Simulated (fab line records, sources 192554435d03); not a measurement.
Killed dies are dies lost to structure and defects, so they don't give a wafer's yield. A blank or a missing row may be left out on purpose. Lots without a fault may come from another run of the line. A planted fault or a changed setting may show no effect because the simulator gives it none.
fab line records | flow n5_finfet
record lots=24 wafers=72 last_day=18
route steps=1938 shown BEOL_M7@1321 BEOL_M8@1346 BEOL_M9@1402
lots that met no fault: from a run of the same line without faults
start_h: hours from the record's first day to the start of the lot's first wafer shown | wait_h: hours since the lot's step before | " the same as in the row above | L1.1+2: a row that stands for several wafers | - no value, or no start given | * or withheld: withheld | < > ~ a bound
route shown NAME@n: a module of which the file shows steps, and the number in the route of the first | usual: mean/standard deviation of fault-free wafers | same: alike in all rows | chamber/n: place in a boat | sites: the reading at each site | _std_site: their standard deviation | _edge_site: outer sites' mean less inner sites' | radius_mm: how far each site lies from the wafer's centre | mask NAME#n: copy n | behind: the tool/chamber that last shaped the wafer | hold: why the lot was held/for how many hours/how that ended | device: the transistor (n, p or np) that didn't switch | end of line: the same wafers' tests at the end of the route | a step without rows: its recipe alone | killed: dies lost to structure and defects at the first sort, not the wafer's yield | map: a wafer's dies, x killed, . not, _ none there
set.NAME: the setting as run; set.NAME@STEP: as run at that earlier step | model.NAME: the simulator's own value behind a step, which no gauge read
steps of the route over a sample of lots; a table a step, a row a wafer
services: from which hour (start_h, from the record's first day; less than 0 if before it) a tool's chamber was out of use, for how many hours, and why
## steps
# step N5_BEOL_M7_SURFACE_TREAT_79
# recipe gas=Ar time_s=* ion_energy_ev=* ion_current_ma_cm2=0.5 pressure_mtorr=* ar_flow_sccm=30
# usual throttle_valve_pct=*
# columns lot.wafer tool chamber start_h wait_h throttle_valve_pct
L074.1 pvd_sputter-03 - 202.84 0.2 *
L074.4 " - " " *
L074.6 " - " " *
L075.2 pvd_sputter-01 - 207.04 0.2 *
L075.3 " - " " *
L075.6 " - " " *
L078.2 pvd_sputter-03 - 235.59 0.2 *
L078.3 " - " " *
L078.5 " - " " *
L076.1 pvd_sputter-03 - 235.63 0.2 *
L076.3 " - " " *
L076.6 " - " " *
L081.1 pvd_sputter-03 - 239.59 0.2 *
L081.2 " - " " *
L081.4 " - " " *
L079.1 pvd_sputter-03 - 245.71 0.2 *
L079.5 " - " " *
L079.6 " - " " *
L077.2 pvd_sputter-01 - 249.40 0.2 *
L077.4 " - " " *
L077.6 " - " " *
L080.1 pvd_sputter-03 - 249.59 0.2 *
L080.3 " - " " *
L080.5 " - " " *
L082.2 pvd_sputter-03 - 250.57 0.2 *
L082.3 " - " " *
L082.4 " - " " *
L083.1 pvd_sputter-02 - 255.78 0.2 *
L083.5 " - " " *
L083.6 " - " " *
L084.3 pvd_sputter-02 - 259.30 0.2 *
L084.4 " - " " *
L084.6 " - " " *
L085.1 pvd_sputter-03 - 271.74 0.2 *
L085.3 " - " " *
L085.5 " - " " *
L086.1 pvd_sputter-01 - 281.49 0.2 *
L086.3 " - " " *
L086.6 " - " " *
L087.2 pvd_sputter-01 - 282.31 0.2 *
L087.5 " - " " *
L087.6 " - " " *
L088.1 pvd_sputter-03 - 293.63 0.2 *
L088.4 " - " " *
L088.5 " - " " *
L089.1 pvd_sputter-03 - 303.26 0.2 *
L089.4 " - " " *
L089.6 " - " " *
L091.2 pvd_sputter-03 - 303.72 0.2 *
L091.3 " - " " *
L091.5 " - " " *
L093.3 pvd_sputter-03 - 310.75 0.2 *
L093.5 " - " " *
L093.6 " - " " *
L090.3 pvd_sputter-03 - 311.33 0.2 *
L090.4 " - " " *
L090.6 " - " " *
L092.1 pvd_sputter-03 - 314.97 0.2 *
L092.2 " - " " *
L092.5 " - " " *
L094.2 pvd_sputter-01 - 317.72 0.3 *
L094.3 " - " " *
L094.6 " - " " *
L095.2 pvd_sputter-03 - 344.09 0.2 *
L095.5 " - " " *
L095.6 " - " " *
L097.2 pvd_sputter-02 - 347.30 0.3 *
L097.3 " - " " *
L097.6 " - " " *
L096.4 pvd_sputter-02 - 347.34 0.2 *
L096.5 " - " " *
L096.6 " - " " *
# step N5_BEOL_M8_OVL_MEAS_12
# recipe points_per_wafer=44
# usual M8_OVL=-0.3/0.76
# columns lot.wafer tool chamber start_h wait_h M8_OVL[nm]
L074.1 overlay-01 0 206.91 0.0 -0.3
L074.4 " 0 " " 0.3
L074.6 " 0 " " -0.5
L075.2 overlay-01 0 210.86 0.0 0.1
L075.3 " 0 " " -0.4
L075.6 " 0 " " 0.2
L078.2 overlay-01 0 239.06 0.0 0.4
L078.3 " 0 " " -0.2
L078.5 " 0 " " 0.7
L076.1 overlay-01 0 239.23 0.0 0.0
L076.3 " 0 " " -0.6
L076.6 " 0 " " -1.0
L081.1 overlay-02 0 244.87 0.0 -0.1
L081.2 " 0 " " -1.2
L081.4 " 0 " " -0.6
L079.1 overlay-02 0 249.79 0.0 -1.1
L079.5 " 0 " " -1.3
L079.6 " 0 " " -1.6
L077.2 overlay-01 0 254.79 0.0 -0.2
L077.4 " 0 " " -0.6
L077.6 " 0 " " -0.4
L080.1 overlay-02 0 254.96 0.0 0.7
L080.3 " 0 " " -0.3
L080.5 " 0 " " -0.2
L082.2 overlay-01 0 255.17 0.0 -0.1
L082.3 " 0 " " 1.0
L082.4 " 0 " " -0.3
L083.1 overlay-02 0 258.97 0.0 -1.6
L083.5 " 0 " " -1.9
L083.6 " 0 " " -1.5
L084.3 overlay-01 0 263.99 0.0 -1.0
L084.4 " 0 " " 0.0
L084.6 " 0 " " 1.0
L085.1 overlay-02 0 274.08 0.0 0.1
L085.3 " 0 " " 0.5
L085.5 " 0 " " -0.3
L086.1 overlay-01 0 286.82 0.0 0.2
L086.3 " 0 " " 1.3
L086.6 " 0 " " 0.6
L087.2 overlay-01 0 287.03 0.0 -0.7
L087.5 " 0 " " -0.6
L087.6 " 0 " " -0.2
L088.1 overlay-01 0 297.30 0.0 -1.3
L088.4 " 0 " " -0.5
L088.5 " 0 " " -0.6
L089.1 overlay-02 0 307.29 0.0 -1.0
L089.4 " 0 " " -0.5
L089.6 " 0 " " -0.5
L091.2 overlay-01 0 307.71 0.0 0.8
L091.3 " 0 " " 0.1
L091.5 " 0 " " 0.0
L093.3 overlay-01 0 314.38 0.0 -1.2
L093.5 " 0 " " -1.2
L093.6 " 0 " " -1.4
L090.3 overlay-01 0 315.35 0.0 -1.4
L090.4 " 0 " " -1.2
L090.6 " 0 " " -0.3
L092.1 overlay-01 0 318.55 0.0 1.0
L092.2 " 0 " " 1.3
L092.5 " 0 " " 1.9
L094.2 overlay-01 0 320.92 0.0 1.1
L094.3 " 0 " " 0.4
L094.6 " 0 " " 1.3
L095.2 overlay-01 0 348.17 0.0 0.1
L095.5 " 0 " " 0.5
L095.6 " 0 " " -0.4
L096.4 overlay-01 0 350.89 0.0 0.0
L096.5 " 0 " " -0.7
L096.6 " 0 " " -0.9
L097.2 overlay-02 0 351.05 0.0 -1.0
L097.3 " 0 " " -0.8
L097.6 " 0 " " -1.4
# step N5_BEOL_M8_STRIP_67
# recipe chemistry=CF4 resist=SiARC power_w=300 bias_power_w=75 pressure_mtorr=50 cf4_flow_sccm=150 rf_frequency_hz=6e+07
# usual chamber_pressure_mTorr=50.00/0.056 drypump_motor_current_A=6.0/0.44 oes_product_au=0.82/0.087 rf_vpp_V=271.3/1.7 showerhead_plenum_p_Torr=1.81/0.067 throttle_valve_pct=13.47/0.2
# columns lot.wafer tool chamber start_h wait_h chamber_pressure_mTorr drypump_motor_current_A oes_product_au rf_hours_counter_h rf_vpp_V showerhead_plenum_p_Torr throttle_valve_pct
L074.1 rie_diel-04 0 207.27 0.0 49.96 5.9 0.87 53 272.5 1.87 13.56
L074.4 " 3 " " 49.96 5.8 1.00 1 273.2 1.93 13.02
L074.6 " 1 " " 49.91 5.8 0.93 - 274.3 1.80 13.18
L075.2 rie_diel-04 1 211.35 0.0 49.98 5.8 0.92 9 271.8 1.80 13.15
L075.3 " 3 " " 50.07 5.8 0.97 2 273.9 1.93 13.03
L075.6 " 3 " " 49.98 5.8 0.97 - 275.7 1.93 13.04
L078.2 rie_diel-06 2 239.46 0.0 49.96 4.9 0.72 236 270.6 1.77 13.66
L078.3 " 3 " " 49.94 6.4 0.77 153 270.7 1.89 13.62
L078.5 " 3 " " 50.10 6.4 0.77 - 270.6 1.89 13.62
L076.1 rie_diel-04 1 239.56 0.0 50.03 5.8 0.90 16 271.6 1.80 13.19
L076.3 " 3 " " 50.01 5.8 0.94 10 274.7 1.92 13.06
L076.6 " 0 " " 49.92 5.9 0.86 - 274.5 1.87 13.58
L081.1 rie_diel-06 3 245.21 0.0 49.99 6.4 0.77 156 273.8 1.89 13.64
L081.2 " 0 " " 49.89 6.4 0.74 159 271.5 1.81 13.53
L081.4 " 1 " " 49.93 5.8 0.80 115 269.0 1.73 13.44
L079.1 rie_diel-04 3 250.12 0.0 49.99 5.8 0.93 14 273.8 1.92 13.06
L079.5 " 3 " " 50.00 5.8 0.93 - 273.3 1.92 13.06
L079.6 " 2 " " 50.01 6.0 0.81 - 273.1 1.89 13.60
L077.2 rie_diel-02 2 255.09 0.0 50.14 5.8 0.98 8 271.2 1.78 13.28
L077.4 " 2 " " 50.01 5.9 0.98 - 270.3 1.78 13.28
L077.6 " 0 " " 49.97 5.8 0.71 - 269.7 1.71 13.63
L080.1 rie_diel-04 2 255.30 0.0 50.01 5.9 0.80 105 271.5 1.89 13.62
L080.3 " 3 " " 50.03 5.8 0.93 15 273.3 1.92 13.07
L080.5 " 2 " " 49.96 5.9 0.80 - 274.1 1.89 13.62
L082.2 rie_diel-06 0 255.53 0.0 49.98 6.4 0.73 164 269.9 1.81 13.54
L082.3 " 3 " " 50.07 6.4 0.77 160 271.5 1.89 13.65
L082.4 " 1 " " 49.93 5.7 0.78 119 270.1 1.73 13.46
L083.1 rie_diel-02 2 259.26 0.0 50.08 5.9 0.98 10 270.3 1.78 13.28
L083.5 " 3 " " 49.96 6.8 0.96 - 270.3 1.75 13.46
L083.6 " 2 " " 50.09 5.9 0.97 - 270.6 1.78 13.30
L084.3 rie_diel-06 2 264.34 0.0 50.06 4.9 0.71 245 269.7 1.77 13.70
L084.4 " 3 " " 50.04 6.4 0.76 163 272.6 1.89 13.64
L084.6 " 3 " " 49.97 6.4 0.75 - 272.7 1.89 13.64
L085.1 rie_diel-04 3 274.38 0.0 49.94 5.8 0.91 22 274.0 1.92 13.08
L085.3 " 0 " " 50.04 5.9 0.84 73 273.3 1.87 13.59
L085.5 " 3 " " 49.85 5.8 0.90 - 272.2 1.92 13.09
L086.1 rie_diel-02 2 287.11 0.0 49.95 5.8 0.95 20 269.5 1.77 13.30
L086.3 " 3 " " 50.07 6.8 0.91 10 268.8 1.75 13.48
L086.6 " 0 " " 49.94 5.8 0.70 - 270.6 1.71 13.64
L087.2 rie_diel-04 0 287.36 0.0 49.94 5.9 0.83 77 270.5 1.87 13.61
L087.5 " 1 " " 49.94 5.8 0.86 - 271.9 1.80 13.23
L087.6 " 2 " " 49.97 6.0 0.79 - 272.2 1.88 13.64
L088.1 rie_diel-06 1 298.13 0.0 50.05 5.8 0.77 136 269.6 1.73 13.50
L088.4 " 0 " " 50.01 6.4 0.72 180 269.5 1.80 13.59
L088.5 " 0 " " 49.96 6.4 0.73 - 271.6 1.80 13.61
L089.1 rie_diel-06 3 307.87 0.0 50.14 6.4 0.75 182 272.1 1.88 13.67
L089.4 " 0 " " 50.05 6.4 0.72 184 270.0 1.80 13.61
L089.6 " 2 " " 49.93 4.9 0.96 - 269.0 1.76 13.16
L091.2 rie_diel-06 1 308.20 0.0 50.08 5.8 0.76 140 269.9 1.73 13.52
L091.3 " 0 " " 50.03 6.4 0.72 185 269.3 1.80 13.59
L091.5 " 2 " " 50.01 4.9 0.95 - 270.1 1.76 13.17
L093.3 rie_diel-04 2 314.94 0.0 49.93 5.9 0.78 126 273.4 1.88 13.67
L093.5 " 3 " " 49.92 5.8 0.88 - 274.4 1.92 13.12
L093.6 " 0 " " 49.95 5.9 0.81 - 274.5 1.86 13.65
L090.3 rie_diel-02 3 315.82 0.0 49.99 6.8 0.89 21 270.3 1.74 13.49
L090.4 " 1 " " 50.03 6.3 0.79 106 270.5 1.80 13.52
L090.6 " 3 " " 50.04 6.8 0.89 - 269.9 1.74 13.50
L092.1 rie_diel-02 0 318.85 0.0 49.97 5.8 0.69 233 269.1 1.70 13.66
L092.2 " 1 " " 49.94 6.3 0.79 107 270.7 1.80 13.54
L092.5 " 3 " " 49.99 6.8 0.89 - 271.5 1.74 13.52
L094.2 rie_diel-06 2 321.22 0.0 49.96 4.9 0.94 10 269.3 1.76 13.17
L094.3 " 3 " " 49.99 6.4 0.75 187 271.2 1.88 13.69
L094.6 " 2 " " 50.01 4.9 0.94 - 269.4 1.76 13.15
L095.2 rie_diel-06 2 348.46 0.0 49.99 4.9 0.93 18 271.1 1.76 13.19
L095.5 " 1 " " 50.04 5.7 0.76 - 270.1 1.72 13.53
L095.6 " 0 " " 49.97 6.4 0.71 - 271.2 1.80 13.61
L096.4 rie_diel-02 3 351.24 0.0 50.03 6.8 0.87 34 270.4 1.74 13.54
L096.5 " 0 " " 50.01 5.8 0.69 - 268.5 1.70 13.67
L096.6 " 1 " " 50.06 6.3 0.78 - 271.3 1.79 13.55
L097.2 rie_diel-02 2 351.50 0.0 50.00 5.9 0.90 43 269.8 1.77 13.38
L097.3 " 1 " " 49.97 6.3 0.78 119 271.6 1.79 13.57
L097.6 " 0 " " 49.93 5.8 0.69 - 270.1 1.70 13.67
# step N5_BEOL_M8_TRENCH_ETCH_37
# recipe chemistry=C4F6/O2 target_depth_a=934.78 target=SiCOH_lowk time_s=31.2 ion_energy_ev=250 pressure_mtorr=30 source_w=345 bias_w=185 Ar_flow_sccm=300 C4F6_flow_sccm=10 O2_flow_sccm=10
# usual chamber_pressure_mTorr=30.000/0.028 drypump_motor_current_A=6.0/0.43 oes_o_777_au=0.81/0.084 oes_product_au=0.81/0.094 rf_vpp_V=660/15 showerhead_plenum_p_Torr=2.86/0.099 throttle_valve_pct=20.83/0.19
# columns lot.wafer tool chamber start_h wait_h chamber_pressure_mTorr drypump_motor_current_A oes_o_777_au oes_product_au rf_hours_counter_h rf_vpp_V showerhead_plenum_p_Torr throttle_valve_pct
L074.1 rie_diel-04 0 - - 30.029 5.9 0.85 0.84 54 663 2.96 20.87
L074.4 " 3 " " 30.036 5.8 1.07 0.99 2 654 3.04 20.30
L074.6 " 3 " " 30.034 5.8 1.07 1.00 - 655 3.04 20.31
L075.2 rie_diel-06 1 - - 29.976 5.8 0.79 0.78 104 662 2.76 20.72
L075.3 " 0 " " 29.975 6.4 0.72 0.73 148 669 2.86 20.78
L075.6 " 2 " " 30.018 5.0 0.75 0.70 - 644 2.81 20.93
L078.2 rie_diel-02 1 - - 30.013 6.3 0.81 0.81 79 636 2.91 21.08
L078.3 " 0 " " 29.993 5.8 0.74 0.70 205 656 2.68 20.62
L078.5 " 1 " " 30.047 6.4 0.81 0.81 - 636 2.91 21.08
L076.1 rie_diel-06 0 - - 29.993 6.4 0.73 0.72 158 668 2.85 20.78
L076.3 " 2 " " 30.005 4.9 0.74 0.70 238 645 2.81 20.96
L076.6 " 2 " " 30.030 4.9 0.74 0.70 - 645 2.81 20.93
L081.1 rie_diel-02 0 - - 30.011 5.8 0.73 0.69 208 657 2.68 20.62
L081.2 " 2 " " 29.982 5.9 0.94 0.98 6 665 2.83 20.83
L081.4 " 2 " " 29.967 5.9 0.94 0.97 - 666 2.83 20.83
L079.1 rie_diel-02 1 - - 29.964 6.3 0.81 0.80 83 634 2.91 21.09
L079.5 " 2 " " 29.990 5.9 0.93 0.96 - 664 2.83 20.85
L079.6 " 1 " " 30.013 6.3 0.81 0.80 - 637 2.90 21.08
L080.1 rie_diel-06 0 - - 30.067 6.4 0.72 0.73 164 668 2.85 20.80
L080.3 " 2 " " 29.990 4.9 0.74 0.69 243 643 2.81 20.95
L080.5 " 0 " " 30.000 6.4 0.72 0.72 - 668 2.85 20.81
L082.2 rie_diel-02 1 - - 30.001 6.3 0.81 0.80 84 635 2.90 21.09
L082.3 " 3 " " 29.995 6.8 0.90 0.97 0 687 2.80 21.00
L082.4 " 2 " " 29.982 5.9 0.93 0.96 9 665 2.83 20.84
L077.2 rie_diel-04 0 - - 29.997 5.9 0.84 0.83 67 663 2.95 20.88
L077.4 " 1 " " 29.980 5.8 0.85 0.89 23 668 2.91 20.81
L077.6 " 1 " " 29.984 5.8 0.85 0.89 - 670 2.91 20.79
L083.1 rie_diel-02 1 - - 30.000 6.3 0.81 0.80 87 636 2.90 21.09
L083.5 " 1 " " 29.959 6.3 0.81 0.80 - 635 2.90 21.11
L083.6 " 2 " " 30.030 5.8 0.92 0.96 - 664 2.83 20.86
L084.3 rie_diel-06 0 - - 29.983 6.4 0.71 0.72 167 667 2.85 20.81
L084.4 " 2 " " 30.002 4.9 0.74 0.69 246 643 2.80 20.96
L084.6 " 2 " " 29.986 4.9 0.73 0.70 - 645 2.80 20.94
L085.1 rie_diel-02 3 - - 29.978 6.8 0.87 0.93 6 688 2.79 21.00
L085.3 " 2 " " 29.960 5.8 0.91 0.94 16 664 2.83 20.83
L085.5 " 1 " " 30.032 6.3 0.79 0.80 - 635 2.90 21.12
L086.1 rie_diel-02 0 - - 29.995 5.8 0.72 0.68 223 657 2.67 20.64
L086.3 " 1 " " 29.963 6.3 0.80 0.78 97 635 2.90 21.12
L086.6 " 2 " " 29.928 5.9 0.89 0.93 - 666 2.83 20.86
L087.2 rie_diel-04 2 - - 30.011 6.0 0.78 0.78 118 655 2.96 20.88
L087.5 " 2 " " 30.047 6.0 0.77 0.79 - 654 2.96 20.88
L087.6 " 3 " " 30.017 5.8 0.99 0.91 - 654 3.02 20.36
L088.1 rie_diel-02 3 - - 30.004 6.8 0.84 0.91 15 690 2.79 21.03
L088.4 " 2 " " 30.005 5.8 0.88 0.94 25 665 2.82 20.86
L088.5 " 3 " " 30.007 6.8 0.85 0.91 - 688 2.79 21.00
L089.1 rie_diel-02 3 - - 29.979 6.8 0.85 0.90 18 688 2.79 21.01
L089.4 " 1 " " 30.006 6.4 0.78 0.77 104 636 2.90 21.13
L089.6 " 1 " " 29.984 6.3 0.78 0.77 - 635 2.90 21.12
L091.2 rie_diel-02 1 - - 29.974 6.3 0.78 0.78 105 636 2.90 21.10
L091.3 " 2 " " 30.026 5.9 0.88 0.92 28 664 2.82 20.85
L091.5 " 1 " " 29.989 6.3 0.79 0.77 - 636 2.90 21.13
L090.3 rie_diel-04 0 - - 30.023 5.9 0.82 0.80 88 662 2.94 20.92
L090.4 " 3 " " 30.023 5.8 0.97 0.90 38 653 3.02 20.35
L090.6 " 0 " " 29.989 5.9 0.82 0.80 - 664 2.94 20.90
L093.3 rie_diel-06 0 - - 30.011 6.4 0.69 0.71 189 666 2.84 20.85
L093.5 " 0 " " 29.970 6.4 0.70 0.71 - 668 2.84 20.84
L093.6 " 3 " " 30.008 6.4 0.73 0.74 - 685 2.93 20.84
L092.1 rie_diel-06 0 - - 30.031 6.4 0.70 0.71 190 668 2.84 20.85
L092.2 " 1 " " 29.976 5.7 0.75 0.74 146 661 2.74 20.79
L092.5 " 3 " " 30.030 6.4 0.73 0.75 - 685 2.93 20.85
L094.2 rie_diel-04 3 - - 29.993 5.8 0.97 0.89 40 655 3.02 20.36
L094.3 " 0 " " 30.029 5.9 0.81 0.79 91 664 2.94 20.92
L094.6 " 2 " " 30.067 5.9 0.77 0.77 - 655 2.96 20.91
L095.2 rie_diel-04 1 - - 30.015 5.9 0.80 0.83 55 668 2.90 20.85
L095.5 " 1 " " 30.072 5.9 0.80 0.84 - 668 2.90 20.86
L095.6 " 2 " " 30.045 6.0 0.76 0.76 - 654 2.95 20.93
L097.2 rie_diel-04 3 - - 29.988 5.8 0.94 0.88 50 653 3.01 20.36
L097.3 " 0 " " 29.991 5.9 0.81 0.78 101 662 2.94 20.92
L097.6 " 3 " " 29.992 5.8 0.95 0.88 - 655 3.01 20.38
L096.4 rie_diel-02 0 - - 29.993 5.8 0.70 0.67 246 656 2.66 20.68
L096.5 " 3 " " 29.967 6.8 0.81 0.86 - 686 2.78 21.04
L096.6 " 0 " " 30.007 5.8 0.70 0.67 - 655 2.66 20.67
# step N5_BEOL_M8_CD_MEAS_35
# recipe target_cd_nm=40 polarity=opening
# usual cd_nm=39.9/0.71
# columns lot.wafer tool chamber start_h wait_h cd_nm
L074.1 cd_sem-02 - 210.72 0.0 39.6
L074.4 " - " " 40.3
L074.6 " - " " 38.1
L075.2 cd_sem-01 - 216.07 0.0 39.4
L075.3 " - " " 40.2
L075.6 " - " " 41.1
L078.2 cd_sem-02 - 244.32 0.0 39.5
L078.3 " - " " 39.9
L078.5 " - " " 40.3
L076.1 cd_sem-02 - 244.68 0.0 38.5
L076.3 " - " " 40.6
L076.6 " - " " 39.0
L081.1 cd_sem-02 - 249.33 0.0 39.7
L081.2 " - " " 40.0
L081.4 " - " " 39.5
L079.1 cd_sem-03 - 254.48 0.0 41.0
L079.5 " - " " 39.8
L079.6 " - " " 40.9
L080.1 cd_sem-02 - 257.88 0.0 40.0
L080.3 " - " " 40.8
L080.5 " - " " 40.2
L082.2 cd_sem-02 - 258.00 0.0 39.8
L082.3 " - " " 40.0
L082.4 " - " " 41.3
L077.2 cd_sem-02 - 258.05 0.0 38.4
L077.4 " - " " 39.6
L077.6 " - " " 39.8
L083.1 cd_sem-03 - 261.81 0.0 40.0
L083.5 " - " " 40.4
L083.6 " - " " 40.3
L084.3 cd_sem-03 - 267.21 0.0 38.9
L084.4 " - " " 39.4
L084.6 " - " " 39.6
L085.1 cd_sem-01 - 276.09 0.0 41.0
L085.3 " - " " 40.5
L085.5 " - " " 40.0
L086.1 cd_sem-02 - 289.72 0.0 40.0
L086.3 " - " " 40.2
L086.6 " - " " 39.4
L087.2 cd_sem-01 - 289.73 0.0 41.3
L087.5 " - " " 40.3
L087.6 " - " " 41.4
L088.1 cd_sem-01 - 302.73 0.0 39.7
L088.4 " - " " 41.1
L088.5 " - " " 40.2
L089.1 cd_sem-02 - 310.06 0.0 39.8
L089.4 " - " " 39.9
L089.6 " - " " 39.5
L091.2 cd_sem-02 - 310.60 0.0 40.4
L091.3 " - " " 39.9
L091.5 " - " " 39.9
L090.3 cd_sem-03 - 317.31 0.0 40.4
L090.4 " - " " 39.5
L090.6 " - " " 39.0
L093.3 cd_sem-03 - 317.69 0.0 40.1
L093.5 " - " " 40.6
L093.6 " - " " 40.3
L092.1 cd_sem-02 - 320.25 0.0 39.9
L092.2 " - " " 38.5
L092.5 " - " " 38.4
L094.2 cd_sem-02 - 326.24 0.0 41.3
L094.3 " - " " 41.3
L094.6 " - " " 40.4
L095.2 cd_sem-03 - 349.73 0.0 39.4
L095.5 " - " " 40.7
L095.6 " - " " 40.2
L097.2 cd_sem-02 - 353.85 0.0 40.2
L097.3 " - " " 38.1
L097.6 " - " " 40.6
L096.4 cd_sem-01 - 354.11 0.0 39.8
L096.5 " - " " 39.3
L096.6 " - " " 39.6
# step N5_BEOL_M9_CURE_71
# recipe temp_c=385 time_s=240 ambient=He/Ar material=SiCOH_lowk
# usual lamp_power_pct=52.32/0.056 wafer_temp_C_max=386.7/0.47
# columns lot.wafer tool chamber start_h wait_h lamp_power_pct wafer_temp_C_max
L074.1 uv_cure-03 1 213.19 0.1 52.38 387.0
L074.4 " 1 " " 52.39 386.4
L074.6 " 1 " " 52.33 386.4
L075.2 uv_cure-02 2 218.69 0.1 52.27 385.6
L075.3 " 2 " " 52.34 386.0
L075.6 " 2 " " 52.33 386.0
L078.2 uv_cure-01 2 247.97 0.5 52.24 386.9
L078.3 " 2 " " 52.36 386.5
L078.5 " 2 " " 52.47 386.8
L076.1 uv_cure-03 2 248.18 0.2 52.19 387.3
L076.3 " 2 " " 52.29 387.5
L076.6 " 2 " " 52.29 387.6
L081.1 uv_cure-02 0 253.83 0.0 52.38 386.5
L081.2 " 0 " " 52.33 386.1
L081.4 " 0 " " 52.36 386.3
L079.1 uv_cure-01 1 257.72 0.0 52.31 386.6
L079.5 " 1 " " 52.23 386.6
L079.6 " 1 " " 52.39 387.0
L080.1 uv_cure-02 0 259.99 0.0 52.32 386.4
L080.3 " 0 " " 52.38 386.3
L080.5 " 0 " " 52.34 386.6
L082.2 uv_cure-01 2 262.40 0.2 52.33 386.1
L082.3 " 2 " " 52.30 386.2
L082.4 " 2 " " 52.33 386.6
L077.2 uv_cure-03 1 262.94 0.1 52.28 386.9
L077.4 " 1 " " 52.37 387.0
L077.6 " 1 " " 52.31 386.9
L083.1 uv_cure-03 1 264.65 0.1 52.32 386.5
L083.5 " 1 " " 52.37 387.3
L083.6 " 1 " " 52.33 387.0
L084.3 uv_cure-01 2 270.00 0.2 52.38 386.4
L084.4 " 2 " " 52.36 386.7
L084.6 " 2 " " 52.43 386.6
L085.1 uv_cure-02 1 278.49 0.0 52.31 386.5
L085.3 " 1 " " 52.24 386.5
L085.5 " 1 " " 52.39 387.3
L086.1 uv_cure-02 1 291.88 0.0 52.39 386.2
L086.3 " 1 " " 52.31 386.7
L086.6 " 1 " " 52.31 386.4
L087.2 uv_cure-03 2 292.33 0.3 52.32 388.2
L087.5 " 2 " " 52.34 387.2
L087.6 " 2 " " 52.32 387.7
L088.1 uv_cure-01 1 305.30 0.0 52.30 387.2
L088.4 " 1 " " 52.36 386.4
L088.5 " 1 " " 52.27 386.7
L089.1 uv_cure-03 2 312.61 0.0 52.34 387.2
L089.4 " 2 " " 52.38 387.3
L089.6 " 2 " " 52.32 387.2
L091.2 uv_cure-03 0 313.62 0.1 52.40 386.8
L091.3 " 0 " " 52.42 386.5
L091.5 " 0 " " 52.29 386.3
L090.3 uv_cure-01 2 320.36 0.2 52.42 386.3
L090.4 " 2 " " 52.27 386.3
L090.6 " 2 " " 52.29 386.1
L093.3 uv_cure-02 2 320.75 0.3 52.30 386.2
L093.5 " 2 " " 52.40 386.0
L093.6 " 2 " " 52.48 386.0
L092.1 uv_cure-03 1 322.80 0.0 52.46 386.7
L092.2 " 1 " " 52.21 386.3
L092.5 " 1 " " 52.30 386.4
L094.2 uv_cure-01 1 330.24 0.3 52.37 386.6
L094.3 " 1 " " 52.35 386.7
L094.6 " 1 " " 52.33 387.3
L095.2 uv_cure-03 2 352.53 0.2 52.39 386.7
L095.5 " 2 " " 52.30 386.9
L095.6 " 2 " " 52.17 387.4
L097.2 uv_cure-03 1 356.89 0.1 52.32 386.1
L097.3 " 1 " " 52.28 386.5
L097.6 " 1 " " 52.29 386.3
L096.4 uv_cure-01 1 357.93 0.9 52.20 386.7
L096.5 " 1 " " 52.32 386.8
L096.6 " 1 " " 52.31 386.4
## services
# columns tool chamber start_h hours kind
uv_cure-01 - 180.64 2.1 pm
rie_diel-04 3 188.31 - clean
rie_diel-04 3 188.31 - consumable_replace:focus_ring
rie_diel-04 3 188.31 - consumable_replace:showerhead
rie_diel-04 3 188.31 15.4 scheduled_down
rie_diel-04 3 188.31 15.4 vent_cycle
rie_diel-06 2 189.17 6.4 repair
rie_diel-06 - 195.09 0.2 repair
uv_cure-02 - 196.12 1.0 pm
rie_diel-02 2 211.37 - clean
rie_diel-02 2 211.37 - consumable_replace:focus_ring
rie_diel-02 2 211.37 23.8 scheduled_down
rie_diel-02 2 211.37 23.8 vent_cycle
rie_diel-02 3 235.38 - clean
rie_diel-02 3 235.38 - consumable_replace:focus_ring
uv_cure-02 - 240.64 12.4 repair
rie_diel-06 2 274.97 - clean
rie_diel-06 - 279.75 0.6 repair
uv_cure-02 - 284.84 3.4 pm
uv_cure-03 - 285.03 2.1 pm
uv_cure-03 - 323.73 7.5 pm
pvd_sputter-02 - 339.91 4.3 repair
uv_cure-01 - 348.05 9.6 repair
uv_cure-02 - 356.84 2.1 pm
## key
fault none
